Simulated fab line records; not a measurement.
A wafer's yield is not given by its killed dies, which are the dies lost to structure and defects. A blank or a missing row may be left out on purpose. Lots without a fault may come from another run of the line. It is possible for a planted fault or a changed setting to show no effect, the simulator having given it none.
Which of the tools did it? :: flow n5_finfet :: 11 lots, 33 wafers sampled, at 3 steps of a route of 1938

== WHAT THE GAUGES SHOWED, per wafer ==
N5_PASSIVATION_CD_MEAS_44 targets a cd of 40000 nm. Usual: 40001 nm for cd_nm, sd 4.3.
lot: L315
measured: day 12 23:43
on: cd_sem-01
cd_nm (nm): 40003 40005 39997
flag: 

lot: L316
measured: day 13 03:11
on: cd_sem-01
cd_nm (nm): 40006 40005 39996
flag: 

lot: L319
measured: day 15 02:26
on: cd_sem-02
cd_nm (nm): 39998 40005 39993
flag: 

lot: L318
measured: day 15 10:25
on: cd_sem-02
cd_nm (nm): 40004 40002 40007
flag: 

lot: L320
measured: day 16 08:49
on: cd_sem-01
cd_nm (nm): 40004 40001 40004
flag: 

lot: L321
measured: day 16 08:13
on: cd_sem-03
cd_nm (nm): 40008 40007 40005
flag: 

lot: L322
measured: day 16 18:12
on: cd_sem-01
cd_nm (nm): 40001 39997 40006
flag: 

lot: L323
measured: day 17 07:59
on: cd_sem-03
cd_nm (nm): 39999 39998 40000
flag: 

lot: L324
measured: day 17 08:40
on: cd_sem-01
cd_nm (nm): 40008 40007 40005
flag: 

lot: L325
measured: day 17 19:32
on: cd_sem-03
cd_nm (nm): 40005 40001 40000
flag: 

lot: L334
measured: day 19 23:50
on: cd_sem-01
cd_nm (nm): 40005 40003 40000
flag: 

== EACH LOT AND THE TOOL THAT RAN IT (in order: tool; ch and the chambers of the sampled wafers; start) ==
lot: L315
N5_BEOL_M7_PRE_CLEAN_45: pvd_sputter-02, day 10 02:13
N5_PASSIVATION_DESCUM_32: rie_diel-05 ch 0,1,2, day 12 21:56

lot: L316
N5_BEOL_M7_PRE_CLEAN_45: pvd_sputter-03, day 10 06:09
N5_PASSIVATION_DESCUM_32: rie_diel-03 ch 1,3, day 13 01:24

lot: L319
N5_BEOL_M7_PRE_CLEAN_45: pvd_sputter-02, day 12 05:32
N5_PASSIVATION_DESCUM_32: rie_diel-05 ch 0,3, day 15 00:47

lot: L318
N5_BEOL_M7_PRE_CLEAN_45: pvd_sputter-03, day 12 08:30
N5_PASSIVATION_DESCUM_32: rie_diel-05 ch 2,3, day 15 08:46

lot: L320
N5_BEOL_M7_PRE_CLEAN_45: pvd_sputter-01, day 13 00:13
N5_PASSIVATION_DESCUM_32: rie_diel-05 ch 0,1, day 16 07:08

lot: L321
N5_BEOL_M7_PRE_CLEAN_45: pvd_sputter-03, day 13 03:32
N5_PASSIVATION_DESCUM_32: rie_diel-03 ch 1,2,3, day 16 06:11

lot: L322
N5_BEOL_M7_PRE_CLEAN_45: pvd_sputter-02, day 13 08:19
N5_PASSIVATION_DESCUM_32: rie_diel-05 ch 0,1,3, day 16 16:26

lot: L323
N5_BEOL_M7_PRE_CLEAN_45: pvd_sputter-02, day 13 15:05
N5_PASSIVATION_DESCUM_32: rie_diel-01 ch 0,2,3, day 17 06:05

lot: L324
N5_BEOL_M7_PRE_CLEAN_45: pvd_sputter-02, day 14 03:44
N5_PASSIVATION_DESCUM_32: rie_diel-03 ch 0,1,3, day 17 07:00

lot: L325
N5_BEOL_M7_PRE_CLEAN_45: pvd_sputter-02, day 14 11:05
N5_PASSIVATION_DESCUM_32: rie_diel-03 ch 0,1,3, day 17 17:46

lot: L334
N5_BEOL_M7_PRE_CLEAN_45: pvd_sputter-03, day 16 10:34
N5_PASSIVATION_DESCUM_32: rie_diel-01 ch 1,2,3, day 19 22:01
- N5_BEOL_M7_PRE_CLEAN_45: time 30 s.
- N5_PASSIVATION_DESCUM_32: chemistry O2, time 7.9 s.

== WHAT THE TOOLS THEMSELVES READ (means of the sampled wafers that have a number; where no wafer has one, the mark that the record gives instead) ==
N5_BEOL_M7_PRE_CLEAN_45. Usual: 322 W for heater_power_w, sd 23.
lot: L315
tool: pvd_sputter-02
heater_power_w (W): 306
flag: 

lot: L316
tool: pvd_sputter-03
heater_power_w (W): 317
flag: 

lot: L319
tool: pvd_sputter-02
heater_power_w (W): 314
flag: 

lot: L318
tool: pvd_sputter-03
heater_power_w (W): 324
flag: 

lot: L320
tool: pvd_sputter-01
heater_power_w (W): 328
flag: 

lot: L321
tool: pvd_sputter-03
heater_power_w (W): 337
flag: 

lot: L322
tool: pvd_sputter-02
heater_power_w (W): 312
flag: 

lot: L323
tool: pvd_sputter-02
heater_power_w (W): 315
flag: 

lot: L324
tool: pvd_sputter-02
heater_power_w (W): 311
flag: 

lot: L325
tool: pvd_sputter-02
heater_power_w (W): 321
flag: 

lot: L334
tool: pvd_sputter-03
heater_power_w (W): 342
flag: 

N5_PASSIVATION_DESCUM_32. Usual: drypump_motor_current_A 5.9 A, standard deviation 0.48; oes_product_au 0.81 a.u., standard deviation 0.066; rf_vpp_V 242.9 V, standard deviation 1.2; showerhead_plenum_p_Torr 2.08 Torr, standard deviation 0.063; throttle_valve_pct 20.38 %, standard deviation 0.19.
lot: L315
tool: rie_diel-05
drypump_motor_current_A (A): 5.7
oes_product_au (a.u.): 0.80
rf_vpp_V (V): 242.9
showerhead_plenum_p_Torr (Torr): 2.10
throttle_valve_pct (%): 20.36
flag: 

lot: L316
tool: rie_diel-03
drypump_motor_current_A (A): 5.9
oes_product_au (a.u.): 0.89
rf_vpp_V (V): 243.3
showerhead_plenum_p_Torr (Torr): 2.14
throttle_valve_pct (%): 20.48
flag: 

lot: L319
tool: rie_diel-05
drypump_motor_current_A (A): 5.5
oes_product_au (a.u.): 0.82
rf_vpp_V (V): 243.2
showerhead_plenum_p_Torr (Torr): 2.06
throttle_valve_pct (%): 20.14
flag: 

lot: L318
tool: rie_diel-05
drypump_motor_current_A (A): 5.6
oes_product_au (a.u.): 0.75
rf_vpp_V (V): 242.8
showerhead_plenum_p_Torr (Torr): 2.12
throttle_valve_pct (%): 20.49
flag: 

lot: L320
tool: rie_diel-05
drypump_motor_current_A (A): 5.6
oes_product_au (a.u.): 0.80
rf_vpp_V (V): 243.0
showerhead_plenum_p_Torr (Torr): 2.07
throttle_valve_pct (%): 20.25
flag: 

lot: L321
tool: rie_diel-03
drypump_motor_current_A (A): 6.3
oes_product_au (a.u.): 0.82
rf_vpp_V (V): 242.8
showerhead_plenum_p_Torr (Torr): 2.12
throttle_valve_pct (%): 20.51
flag: 

lot: L322
tool: rie_diel-05
drypump_motor_current_A (A): 5.7
oes_product_au (a.u.): 0.82
rf_vpp_V (V): 243.2
showerhead_plenum_p_Torr (Torr): 2.05
throttle_valve_pct (%): 20.22
flag: 

lot: L323
tool: rie_diel-01
drypump_motor_current_A (A): 5.6
oes_product_au (a.u.): 0.78
rf_vpp_V (V): 241.7
showerhead_plenum_p_Torr (Torr): 2.00
throttle_valve_pct (%): 20.43
flag: 

lot: L324
tool: rie_diel-03
drypump_motor_current_A (A): 6.0
oes_product_au (a.u.): 0.82
rf_vpp_V (V): 242.5
showerhead_plenum_p_Torr (Torr): 2.08
throttle_valve_pct (%): 20.45
flag: 

lot: L325
tool: rie_diel-03
drypump_motor_current_A (A): 6.0
oes_product_au (a.u.): 0.82
rf_vpp_V (V): 243.0
showerhead_plenum_p_Torr (Torr): 2.08
throttle_valve_pct (%): 20.46
flag: 

lot: L334
tool: rie_diel-01
drypump_motor_current_A (A): 5.7
oes_product_au (a.u.): 0.88
rf_vpp_V (V): 243.5
showerhead_plenum_p_Torr (Torr): 2.12
throttle_valve_pct (%): 20.20
flag: 

== THE ANSWER, worked out from the rows above alone ==
Rule: a lot is off if the mean of its wafers that have a number lies more than 3 standard deviations from the usual mean. Also off: a lot with no number at a reading for which 4 or more lots have one. All remaining lots with rows at the step are treated as sound. First the gauges in route order, then the tools' own readings, where a lot's mean is used as printed above. At the first step where some lot is off, the reading lying furthest off is the one used; lots without a number count as furthest.
None of the lots is off at any reading shown; this tells nothing.

== WHAT WAS PUT IN BY THE SIMULATOR ==
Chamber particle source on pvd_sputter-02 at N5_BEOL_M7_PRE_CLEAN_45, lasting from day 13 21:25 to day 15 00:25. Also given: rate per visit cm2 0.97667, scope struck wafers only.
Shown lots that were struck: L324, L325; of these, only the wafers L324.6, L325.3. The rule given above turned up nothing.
